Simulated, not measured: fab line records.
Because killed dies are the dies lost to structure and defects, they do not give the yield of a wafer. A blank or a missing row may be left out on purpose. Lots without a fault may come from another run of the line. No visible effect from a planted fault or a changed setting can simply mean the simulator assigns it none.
Struck lot and sound lot, side by side    flow n5-finfet    41 steps out of a route of 1938
Sound: these wafers, L318.2, L318.4, L318.6. Struck: wafer L311.3. (L311.5, L311.6 of the same lot were not struck and are left out.) The cause comes at the end.
At each step with rows: each side's tool, then ch and its chambers, then its first start. Under that, the readings that differ: sound wafers    struck wafers    difference of the means    sigmas: that difference in standard deviations of wafers without a fault.
alike: same words and numbers on both sides, and readings whose means sit less than 2 such deviations apart. not compared: any withheld reading, any reading some wafer has no value for, any bound like >300 that may hide the same value, and any number with overlapping values for which the record gives no deviation.
Wherever a step has rows on one side only, a row that says differs or no value, or a row with sigmas, the two part there. Numbers that don't overlap but have no deviation are shown without sigmas and don't part them. Lack of a reading on every wafer of one side parts them only where that side has two or more wafers.

first, 9 steps without rows for these wafers: N5_BEOL_M0_SAQP_COAT_81 (time 60 s, resist thk 100 nm); N5_BEOL_M0_SAQP_COAT_82 (time 60 s, resist thk 30 nm); N5_BEOL_M0_SAQP_COAT_08 (resist thk 90 nm); N5_BEOL_M0_SAQP_EBR_10; N5_BEOL_M0_SAQP_SOFTBAKE_09 (time 60 s); N5_BEOL_M0_SAQP_EXPOSE_11 (exposes mask M0 CORE, target cd 42 nm); N5_BEOL_M0_SAQP_PEB_12 (peb time 60 s); N5_BEOL_M0_SAQP_DEVELOP_13 (develop time 30 s); N5_BEOL_M0_SAQP_DESCUM_19 (chemistry O2, time 7.9 s).
N5_BEOL_M0_SAQP_ETCH_83: etches SiARC in CF4, target depth 39 nm, time 65 s.
  sound on rie-diel-04 ch 0,1,2, day 9 20:08; struck on rie-diel-06 ch 2, day 8 04:25
reading                sound           struck  difference  sigmas
oes-product-au (a.u.)  0.71 0.64 0.61  0.81    +0.16       +3
  alike: drypump-motor-current-A, etch-rf-on-time-s, rf-vpp-V, showerhead-plenum-p-Torr, throttle-valve-pct
  not compared: rf-hours-counter-h
then, 27 steps without rows for these wafers: N5_BEOL_M0_SAQP_ETCH_84 (etches SOC in N2/H2, target depth 100 nm, overetch 20 nm, time 150 s); N5_BEOL_M0_SAQP_STRIP_80 (strips in N2/H2); N5_BEOL_M0_SAQP_HM_OPEN_112 (chemistry CHF3/O2, target SiO2, stops on a-Si, target depth 12 nm, time 13.5 s); N5_BEOL_M0_SAQP_STRIP_113 (strips in CHF3/O2); N5_BEOL_M0_SAQP_MANDREL_ETCH_20 (etches a-Si in HBr/Cl2, stops on SiNx, target depth 60 nm, bt time 10 s, time 30 s); N5_BEOL_M0_SAQP_STRIP_86 (strips in N2/H2); N5_BEOL_M0_SAQP_STRIP_115 (strips in post etch residue remover, time 60 s); N5_BEOL_M0_SAQP_SRD_93 (time 30 s); N5_BEOL_M0_SAQP_RECESS_114 (chemistry HF/NH3, target SiO2, target depth 14.4 nm, afs cycles 3, sublimation time 60 s); N5_BEOL_M0_SAQP_SPACER1_ALD_98 (deposits SiO2, target thk 12.8 nm, pulse time 1 s, purge time 2 s); N5_BEOL_M0_SAQP_SPACER1_ETCHBACK_99 (etches SiO2 in CHF3/O2, target depth 15.4 nm, time 7.7 s); N5_BEOL_M0_SAQP_MANDREL1_REMOVE_100 (chemistry HBr/Cl2/O2, target a-Si, stops on SiNx, bt time 10 s); N5_BEOL_M0_SAQP_ETCH_101 (etches SiNx in CH3F/O2, target depth 29.9 nm, time 42.7 s); N5_BEOL_M0_SAQP_ETCH_102 (etches SiO2 in CF4, target depth 4 nm, time 4.4 s); N5_BEOL_M0_SAQP_MANDREL_ETCH_103 (etches a-Si in HBr/Cl2, stops on SiCN, target depth 45 nm, bt time 10 s, time 27 s); N5_BEOL_M0_SAQP_RECESS_104 (chemistry HF/NH3, target SiO2, target depth 18 nm, afs cycles 3, sublimation time 60 s); N5_BEOL_M0_SAQP_COAT_105 (time 60 s, resist thk 100 nm); N5_BEOL_M0_SAQP_ETCH_106 (etches SOC in N2/H2, stops on SiNx, target depth 150 nm); N5_BEOL_M0_SAQP_ETCH_107 (etches SiNx in CH3F/O2, target depth 30 nm); N5_BEOL_M0_SAQP_STRIP_108 (strips in N2/H2); N5_BEOL_M0_SAQP_RECESS_109 (chemistry HF/NH3, target SiO2, target depth 3 nm, afs cycles 1, sublimation time 60 s); N5_BEOL_M0_SAQP_SPACER2_ALD_26 (deposits SiO2, target thk 15 nm, pulse time 1 s, purge time 2 s); N5_BEOL_M0_SAQP_SPACER2_ETCHBACK_27 (etches SiO2 in CHF3/O2, target depth 22.5 nm, time 11.25 s); N5_BEOL_M0_SAQP_MANDREL2_REMOVE_110 (chemistry HBr/Cl2/O2, target a-Si, stops on SiCN, bt time 10 s); N5_BEOL_M0_SAQP_COAT_69 (time 60 s, resist thk 90 nm); N5_BEOL_M0_SAQP_COAT_72 (time 60 s, resist thk 15 nm); N5_BEOL_M0_SAQP_COAT_87 (time 60 s, resist thk 5 nm).
N5_BEOL_M0_SAQP_INSPECT_42: inspects for defects (brightfield).
  struck on defect-inspect-01, day 8 08:40; sound on defect-inspect-02, day 10 00:42
reading           sound        struck  difference  sigmas
raw-defect-count  303 420 338  1168    +814        +11
N5_BEOL_M0_CUTY_INSPECT_59: inspects for defects (macro).
  struck on defect-inspect-01, day 8 10:10; sound on defect-inspect-01, day 10 02:14
reading           sound  struck  difference  sigmas
raw-defect-count  1 5 5  >300    differs     
-- here the record skips 3 days between the struck wafers' starts before and after, leaving off in module BEOL_M0_CUTY and picking up in module BEOL_M4 (first step shown: number 1111 of the route) --
N5_BEOL_M4_RC_MEAS_101:
  sound on prober-01 ch 0, day 12 06:01; struck on prober-01 ch 0, day 10 22:37
reading        sound        struck  difference  sigmas
ION_P (uA/um)  456 462 457  480     +22         +3
  alike: DIBL_N, DIBL_P, IOFF_N, IOFF_P, ION_N, SS_N, SS_P, VT_N, VT_P
-- record jumps: 5 days separate the struck wafers' starts on either side; left off in module BEOL_M4, taken up again in module PASSIVATION, whose first shown step is the route's number 1936 --
N5_PASSIVATION_PROBE_49:
  struck on prober-02, day 15 12:12; sound on prober-01, day 17 00:35
reading                   sound           struck  difference  sigmas
defect-limited-yield (%)  92.1 91.0 90.8  80.8    -10.5       -8
killed_at_M0_to_M3        38 33 31        129     +95         +10
killed-at-other           3 1 5           15      +12         +3
killed-dies               93 106 108      227     +125        +8
killed-on-rim             19 16 10        30      +15         +4
sort_bin_5_function (%)   4.4 4.6 4.9     11.3    +6.7        +8
sort-n-pass               1087 1074 1072  953     -125        -8
sort-yield-pct (%)        92.1 91.0 90.8  80.8    -10.5       -8
  alike: killed_at_M4_up, killed-at-contacts, killed-at-front-end, killed-open, killed-short, sort_bin_6_memory

## WHERE THEY PART
Last at N5_PASSIVATION_PROBE_49 as far as this record goes, first at N5_BEOL_M0_SAQP_ETCH_83.

WHY: the cause the simulator had injected
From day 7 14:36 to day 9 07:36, rie-diel-06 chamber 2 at N5_BEOL_M0_SAQP_ETCH_83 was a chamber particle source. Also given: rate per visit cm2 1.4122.
